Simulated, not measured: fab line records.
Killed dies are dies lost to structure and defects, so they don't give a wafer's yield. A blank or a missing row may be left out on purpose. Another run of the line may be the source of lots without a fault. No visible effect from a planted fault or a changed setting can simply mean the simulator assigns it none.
Which tool did it? | flow n5Finfet | 11 lots with 33 wafers sampled at 2 steps, on a route of 1938 steps

== WHAT THE GAUGES SHOWED, per wafer ==
N5_GATE_CUT_THK_MEAS_24.
lot  | measured     | on           | GC_FILL_THK (nm)
L076 | day 5 02:37  | filmMetro-02 | 215.0 220.0 217.4
L074 | day 5 14:40  | filmMetro-01 | 216.2 216.9 219.6
L079 | day 5 20:33  | filmMetro-02 | 218.3 218.0 217.5
L081 | day 6 10:10  | filmMetro-02 | 218.3 222.0 219.5
L083 | day 7 02:46  | filmMetro-01 | 218.8 218.7 221.5
L085 | day 7 13:17  | filmMetro-01 | 216.7 220.6 221.6
L088 | day 8 06:35  | filmMetro-01 | 223.0 220.3 223.5
L090 | day 8 18:03  | filmMetro-02 | 217.5 220.0 221.1
L092 | day 9 02:18  | filmMetro-01 | 221.5 223.1 219.2
L094 | day 9 14:52  | filmMetro-02 | 221.0 220.4 221.0
L096 | day 10 01:56 | filmMetro-01 | 216.8 220.3 219.4

== TOOL THAT RAN EACH LOT (tool first, then ch and the chambers of the sampled wafers, then the start) ==
lot  | N5_GATE_CUT_VAPOR_ETCH_51
L076 | rieMetal-02 ch 1, day 5 00:37
L074 | rieMetal-02 ch 0,1, day 5 10:54
L079 | rieMetal-03 ch 0,1, day 5 18:33
L081 | rieMetal-01 ch 0,1, day 6 08:11
L083 | rieMetal-01 ch 0,1, day 7 00:47
L085 | rieMetal-02 ch 0,1, day 7 11:18
L088 | rieMetal-01 ch 0,1, day 8 04:11
L090 | rieMetal-02 ch 0,1, day 8 16:04
L092 | rieMetal-02 ch 0,1, day 9 00:19
L094 | rieMetal-01 ch 0,1, day 9 12:49
L096 | rieMetal-02 ch 1, day 9 23:56
- N5_GATE_CUT_VAPOR_ETCH_51: etches HfO2 in BCl3/Cl2.

== THE ANSWER, worked out from the rows above alone ==
Rule: what is usual is taken from the lots themselves. Put in order of their means at a reading, lots are off if they are a third of the lots or fewer, leave a main group of 4 or more, and stand apart from it by a gap of 3 or more times the standard deviation of the main group's means; of several such gaps the widest counts. A main group is skipped when, at the precision printed for the reading in the tables above, its means are all equal. Also off: a lot with no number at a reading for which 4 or more lots have one. Where the step has rows for the other lots, those lots are counted as sound.
Nothing can be told from this: no lot is off at any reading shown.

== WHAT THE SIMULATOR HAD PUT IN ==
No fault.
